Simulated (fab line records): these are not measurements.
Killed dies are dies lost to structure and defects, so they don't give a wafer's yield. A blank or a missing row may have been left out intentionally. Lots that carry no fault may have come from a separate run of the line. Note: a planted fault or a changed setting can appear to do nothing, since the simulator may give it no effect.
Which tool was responsible?    flow nand_harc    Sampling: 9 lots, 27 wafers, 6 of 1302 route steps

WHAT EACH GAUGE READ, for each wafer
NHARC_A_BONDPAD_OVL_MEAS_35. Usual: overlay_x_nm 0 nm, standard deviation 6; overlay_y_nm 1 nm, standard deviation 5.1.
lot   measured      on          overlay_x_nm (nm)  overlay_y_nm (nm)  flag
L801  day 25 04:32  overlay-01  12 12 12           -4 -4 -4           
L805  day 26 06:55  overlay-01  -7 -7 -6           -2 -2 -3           
L811  day 28 12:37  overlay-01  0 0 0              8 8 8              
L810  day 29 09:33  overlay-01  -2 -1 -2           0 0 0              
L814  day 30 17:37  overlay-01  -7 -7 -7           -3 -3 -3           
L817  day 31 11:29  overlay-02  5 4 4              -6 -6 -5           
L818  day 31 20:41  overlay-01  9 9 9              0 -1 0             
L820  day 31 23:07  overlay-01  -5 -5 -5           3 3 2              
L819  day 31 23:44  overlay-02  -2 -2 -2           -2 -2 -2           

NHARC_END_WLT_00. Usual: VT_DECK1_BOTTOM 0.873, standard deviation 0.0092; VT_DECK1_BOTTOM_INNER 0.873, standard deviation 0.0093; VT_DECK1_MEDIAN_NEAR_BOTTOM 0.874, standard deviation 0.0092; VT_DECK1_MEDIAN_NEAR_BOTTOM_INNER 0.873, standard deviation 0.0094; VT_DECK1_MIDDLE 0.886, standard deviation 0.0079; VT_DECK1_MIDDLE_INNER 0.885, standard deviation 0.0077; VT_DECK1_TOP 0.896, standard deviation 0.0071; VT_DECK1_TOP_INNER 0.896, standard deviation 0.0078; VT_DECK2_BOTTOM 0.870, standard deviation 0.0076; VT_DECK2_BOTTOM_INNER 0.870, standard deviation 0.0076; VT_DECK2_MEDIAN_NEAR_BOTTOM 0.872, standard deviation 0.0074; VT_DECK2_MEDIAN_NEAR_BOTTOM_INNER 0.871, standard deviation 0.0078; VT_DECK2_MIDDLE 0.883, standard deviation 0.0063; VT_DECK2_MIDDLE_INNER 0.883, standard deviation 0.0067; VT_DECK2_TOP 0.895, standard deviation 0.0062; VT_DECK2_TOP_INNER 0.894, standard deviation 0.0066.
lot   measured      on         VT_DECK1_BOTTOM    VT_DECK1_BOTTOM_INNER  VT_DECK1_MEDIAN_NEAR_BOTTOM  VT_DECK1_MEDIAN_NEAR_BOTTOM_INNER  VT_DECK1_MIDDLE    VT_DECK1_MIDDLE_INNER  VT_DECK1_TOP       VT_DECK1_TOP_INNER  VT_DECK2_BOTTOM    VT_DECK2_BOTTOM_INNER  VT_DECK2_MEDIAN_NEAR_BOTTOM  VT_DECK2_MEDIAN_NEAR_BOTTOM_INNER  VT_DECK2_MIDDLE    VT_DECK2_MIDDLE_INNER  VT_DECK2_TOP       VT_DECK2_TOP_INNER  flag
L801  day 26 07:15  prober-02  0.875 0.882 0.873  0.870 0.884 0.876      0.873 0.886 0.871            0.881 0.876 0.874                  0.890 0.896 0.893  0.892 0.895 0.894      0.900 0.905 0.900  0.900 0.902 0.899   0.870 0.866 0.870  0.866 0.860 0.868      0.876 0.868 0.873            0.869 0.872 0.863                  0.880 0.875 0.892  0.879 0.880 0.882      0.892 0.894 0.893  0.893 0.889 0.894   
L805  day 27 16:46  prober-02  0.893 0.890 0.887  0.894 0.885 0.886      0.886 0.888 0.885            0.894 0.889 0.889                  0.904 0.892 0.896  0.898 0.899 0.895      0.901 0.905 0.904  0.901 0.902 0.906   0.862 0.863 0.873  0.873 0.877 0.866      0.866 0.872 0.873            0.873 0.875 0.875                  0.878 0.883 0.879  0.888 0.885 0.889      0.899 0.898 0.896  0.892 0.885 0.897   
L811  day 29 18:44  prober-01  0.865 0.880 0.865  0.868 0.885 0.863      0.872 0.886 0.869            0.873 0.881 0.867                  0.875 0.884 0.883  0.883 0.893 0.882      0.889 0.896 0.899  0.889 0.905 0.904   0.874 0.859 0.866  0.861 0.863 0.869      0.866 0.864 0.868            0.872 0.859 0.870                  0.879 0.882 0.882  0.882 0.873 0.879      0.881 0.888 0.902  0.886 0.885 0.893   
L810  day 30 12:31  prober-02  0.862 0.855 0.851  0.850 0.850 0.853      0.852 0.856 0.853            0.859 0.862 0.857                  0.869 0.865 0.872  0.861 0.870 0.872      0.886 0.875 0.886  0.879 0.885 0.870   0.869 0.877 0.872  0.868 0.865 0.863      0.859 0.878 0.877            0.868 0.878 0.856                  0.879 0.891 0.878  0.878 0.887 0.878      0.887 0.889 0.898  0.891 0.892 0.898   
L814  day 31 21:40  prober-02  0.877 0.875 0.874  0.881 0.877 0.876      0.885 0.870 0.878            0.885 0.875 0.873                  0.886 0.881 0.883  0.890 0.890 0.883      0.895 0.887 0.893  0.893 0.908 0.892   0.876 0.864 0.874  0.877 0.865 0.861      0.870 0.867 0.868            0.875 0.866 0.865                  0.886 0.883 0.882  0.889 0.879 0.885      0.901 0.899 0.903  0.901 0.899 0.898   
L817  day 32 15:45  prober-01  0.886 0.869 0.878  0.890 0.872 0.878      0.886 0.874 0.887            0.889 0.869 0.877                  0.899 0.885 0.892  0.887 0.890 0.889      0.899 0.911 0.898  0.896 0.900 0.889   0.877 0.867 0.863  0.877 0.885 0.865      0.885 0.877 0.869            0.872 0.881 0.870                  0.890 0.882 0.884  0.892 0.884 0.883      0.899 0.896 0.895  0.900 0.893 0.897   
L818  day 33 10:40  prober-02  0.862 0.852 0.862  0.862 0.857 0.867      0.862 0.866 0.859            0.861 0.866 0.867                  0.876 0.880 0.874  0.880 0.879 0.874      0.888 0.889 0.877  0.891 0.884 0.876   0.872 0.862 0.860  0.865 0.860 0.862      0.871 0.869 0.861            0.864 0.864 0.863                  0.877 0.877 0.870  0.881 0.870 0.884      0.891 0.887 0.885  0.881 0.887 0.878   
L820  day 33 02:47  prober-02  0.882 0.859 0.880  0.886 0.863 0.872      0.888 0.856 0.877            0.879 0.859 0.882                  0.887 0.879 0.892  0.898 0.878 0.885      0.898 0.897 0.897  0.891 0.893 0.891   0.881 0.883 0.875  0.876 0.883 0.883      0.879 0.877 0.886            0.881 0.883 0.878                  0.887 0.892 0.887  0.891 0.888 0.886      0.899 0.901 0.903  0.897 0.900 0.892   
L819  day 33 07:58  prober-01  0.890 0.872 0.879  0.883 0.879 0.885      0.889 0.887 0.878            0.890 0.868 0.880                  0.885 0.882 0.895  0.881 0.886 0.889      0.902 0.892 0.899  0.901 0.901 0.895   0.873 0.878 0.884  0.880 0.878 0.883      0.878 0.872 0.874            0.876 0.882 0.882                  0.893 0.886 0.888  0.889 0.888 0.887      0.904 0.906 0.896  0.898 0.902 0.904   

NHARC_END_SORT_01. Usual: defect_limited_yield 92.7 %, standard deviation 2.6; killed_at_array 45, standard deviation 18; killed_at_other 0.9, standard deviation 1.3; killed_at_periphery 3.7, standard deviation 2.2; killed_dies 50, standard deviation 18; killed_open 3.2, standard deviation 1.9; killed_short 2.4, standard deviation 1.6; sort_bin_2_pct 2.5 %, standard deviation 1.1; sort_bin_3_pct 0.6 %, standard deviation 0.36; sort_bin_4_pct 4.3 %, standard deviation 1.5; sort_n_pass 627, standard deviation 18; sort_rim_yield_pct 92 %, standard deviation 4.3; sort_yield_pct 92.7 %, standard deviation 2.6.
lot   measured      on         defect_limited_yield (%)  killed_at_array  killed_at_other  killed_at_periphery  killed_dies  killed_open  killed_short  sort_bin_2_pct (%)  sort_bin_3_pct (%)  sort_bin_4_pct (%)  sort_n_pass  sort_rim_yield_pct (%)  sort_yield_pct (%)  flag
L801  day 26 10:15  prober-02  90.0 91.0 89.2            65 58 72         1 0 0            2 3 1                68 61 73     7 1 3        1 1 1         3.0 2.8 4.1         0.1 0.6 0.3         6.9 5.6 6.4         609 616 604  88 89 98                90.0 91.0 89.2      
L805  day 27 20:21  prober-01  84.0 93.2 89.7            28 42 68         74 2 0           6 2 2                108 46 70    6 5 1        1 3 3         6.8 2.1 3.8         4.3 0.3 0.6         4.9 4.4 5.9         569 631 607  74 90 98                84.0 93.2 89.7      OFF
L811  day 29 22:19  prober-01  91.4 94.8 89.7            54 30 65         1 0 0            3 5 5                58 35 70     0 2 2        3 0 4         2.7 1.9 3.2         0.7 0.3 0.9         5.2 3.0 6.2         619 642 607  94 92 94                91.4 94.8 89.7      
L810  day 30 15:31  prober-02  89.4 93.4 91.0            67 40 56         1 0 0            4 5 5                72 45 61     4 3 2        1 2 2         4.3 1.8 2.8         0.7 0.7 0.9         5.6 4.1 5.3         605 632 616  98 82 92                89.4 93.4 91.0      
L814  day 32 01:02  prober-02  91.3 93.1 95.7            52 43 24         0 0 1            7 4 4                59 47 29     3 4 0        4 2 2         2.2 3.0 2.1         1.0 0.6 0.3         5.5 3.4 1.9         618 630 648  95 99 91                91.3 93.1 95.7      
L817  day 32 19:04  prober-01  96.6 96.5 95.7            19 21 24         1 1 2            3 2 3                23 24 29     2 2 4        3 2 4         1.3 1.0 1.0         0.1 0.3 0.4         1.9 2.2 2.8         654 653 648  96 98 94                96.6 96.5 95.7      
L818  day 33 13:41  prober-02  96.9 98.1 96.2            13 10 20         1 1 2            7 2 4                21 13 26     4 1 4        3 4 2         0.6 0.7 1.0         0.1 0 0.1           2.4 1.2 2.7         656 664 651  94 97 95                96.9 98.1 96.2      
L820  day 33 05:45  prober-02  88.6 92.2 88.3            72 49 75         0 1 0            5 3 4                77 53 79     3 2 3        2 1 4         4.3 2.7 4.1         0.7 0.9 0.9         6.4 4.3 6.6         600 624 598  92 89 89                88.6 92.2 88.3      
L819  day 33 11:34  prober-01  96.2 95.6 96.8            22 21 17         1 2 0            3 7 5                26 30 22     0 4 5        3 1 1         1.0 1.2 0.7         0.6 0 0.3           2.2 3.2 2.2         651 647 655  97 93 97                96.2 95.6 96.8      

EACH LOT AND THE TOOL THAT RAN IT (in order: tool; ch and the chambers of the sampled wafers; start)
lot   NHARC_A_BONDPAD_ETCH_24                        NHARC_A_BONDPAD_ANNEAL_28         NHARC_THIN_TSV_ETCH_15
L801  rie_diel-10 ch 0,2, day 25 05:14               rtp_anneal-01 ch 0, day 25 06:23  rie_si-05 ch 0,1,3, day 25 20:16
L805  rie_diel-02 ch 0,1,2, day 26 07:38             rtp_anneal-01 ch 0, day 26 08:52  rie_si-05 ch 1,2,3, day 26 22:50
L811  rie_diel-10 ch 1,3, day 28 14:34 or earlier    rtp_anneal-01 ch 0, day 28 14:34  rie_si-01 ch 0,1, day 29 07:03
L810  rie_diel-02 ch 2,3, day 29 11:24 or earlier    rtp_anneal-01 ch 0, day 29 11:24  rie_si-03 ch 0,2,3, day 30 01:17
L814  rie_diel-10 ch 0,3, day 30 19:59 or earlier    rtp_anneal-02 ch 0, day 30 19:59  rie_si-05 ch 0,1,3, day 31 09:52
L817  rie_diel-02 ch 0,1,2, day 31 13:20 or earlier  rtp_anneal-02 ch 0, day 31 13:20  rie_si-01 ch 0,3, day 32 05:45
L818  rie_diel-02 ch 1,2,3, day 31 22:31 or earlier  rtp_anneal-02 ch 0, day 31 22:31  rie_si-05 ch 1,3, day 32 12:28
L820  rie_diel-10 ch 0,2,3, day 32 00:55 or earlier  rtp_anneal-01 ch 0, day 32 00:55  rie_si-01 ch 0,2,3, day 32 13:40
L819  rie_diel-09 ch 1,2, day 32 01:38 or earlier    rtp_anneal-01 ch 0, day 32 01:38  rie_si-01 ch 1,2,3, day 32 15:08
- NHARC_A_BONDPAD_ETCH_24: etches the open film in CF4/N2, target depth 30 nm, time 72.99 s.
- NHARC_A_BONDPAD_ANNEAL_28: time 90 s.
- NHARC_THIN_TSV_ETCH_15: target depth 3000 nm, bosch target overetch cycles 2, bosch etch step 2.8 s.

WHAT THE TOOLS THEMSELVES READ (means of the sampled wafers that have a number; where no wafer has one, the mark that the record gives instead)
NHARC_A_BONDPAD_ETCH_24. Usual: drypump_motor_current_A 6.2 A, standard deviation 0.39; n2_flow_sccm 100.0 sccm, standard deviation 0.31; oes_product_au 1.000 a.u., standard deviation 0.012; rf_fwd_power_W 297.2 W, standard deviation 1.3; rf_vpp_V 314.3 V, standard deviation 2.2; showerhead_plenum_p_Torr 2.63 Torr, standard deviation 0.12; throttle_valve_pct 19.795 %, standard deviation 0.0097.
lot   tool         drypump_motor_current_A (A)  n2_flow_sccm (sccm)  oes_product_au (a.u.)  rf_fwd_power_W (W)  rf_vpp_V (V)  showerhead_plenum_p_Torr (Torr)  throttle_valve_pct (%)  flag
L801  rie_diel-10  5.7                          99.8                 1.022                  296.4               312.6         2.54                             19.798                  
L805  rie_diel-02  6.4                          100.4                0.994                  297.8               314.4         2.65                             19.798                  
L811  rie_diel-10  6.4                          100.0                0.994                  295.3               314.8         2.70                             19.791                  
L810  rie_diel-02  6.5                          99.9                 0.998                  296.6               311.9         2.55                             19.799                  
L814  rie_diel-10  6.0                          99.7                 1.001                  296.2               315.2         2.70                             19.793                  
L817  rie_diel-02  6.4                          100.0                0.998                  298.3               314.5         2.64                             19.797                  
L818  rie_diel-02  6.5                          99.6                 1.001                  297.3               312.8         2.54                             19.795                  
L820  rie_diel-10  5.9                          99.9                 0.996                  297.2               315.2         2.66                             19.784                  
L819  rie_diel-09  5.4                          99.8                 0.982                  297.6               315.9         2.73                             19.793                  

NHARC_A_BONDPAD_ANNEAL_28. Usual: wafer_temp_C_max at 225.78, with a standard deviation of 0.22.
lot   tool           wafer_temp_C_max  flag
L801  rtp_anneal-01  225.77            
L805  rtp_anneal-01  225.82            
L811  rtp_anneal-01  225.96            
L810  rtp_anneal-01  225.80            
L814  rtp_anneal-02  225.71            
L817  rtp_anneal-02  225.57            
L818  rtp_anneal-02  225.73            
L820  rtp_anneal-01  225.71            
L819  rtp_anneal-01  225.84            

NHARC_THIN_TSV_ETCH_15. Usual: drypump_motor_current_A at 5.8 A, with a standard deviation of 0.44.
lot   tool       drypump_motor_current_A (A)  flag
L801  rie_si-05  5.8                          
L805  rie_si-05  5.9                          
L811  rie_si-01  6.3                          
L810  rie_si-03  5.4                          
L814  rie_si-05  5.8                          
L817  rie_si-01  5.8                          
L818  rie_si-05  6.0                          
L820  rie_si-01  5.8                          
L819  rie_si-01  6.0                          

THE ANSWER, worked out from the rows above alone
Rule: a lot counts as off when the mean over its wafers that have a number is more than 3 standard deviations away from the usual mean. A lot without any number at a reading at which 4 lots or more have one is off too. The other lots that the step has rows for count as sound. First the gauges in route order, then the tools' own readings, where a lot's mean is used as printed above. At the first step where some lot is off, the reading lying furthest off is the one used; lots without a number count as furthest.
Off at NHARC_END_SORT_01 (killed_at_other): L805.
If a tool, at a process step before that reading, ran all the lots that are off and no sound lot after the first of them, it fits. The gauges at NHARC_END_SORT_01 are tried like those tools. Because NHARC_A_BONDPAD_ETCH_24 lacks a start for some lots, the hours and order of its lots are taken from NHARC_A_BONDPAD_ANNEAL_28. Of those tried, none fits.

WHAT THE SIMULATOR HAD PUT IN
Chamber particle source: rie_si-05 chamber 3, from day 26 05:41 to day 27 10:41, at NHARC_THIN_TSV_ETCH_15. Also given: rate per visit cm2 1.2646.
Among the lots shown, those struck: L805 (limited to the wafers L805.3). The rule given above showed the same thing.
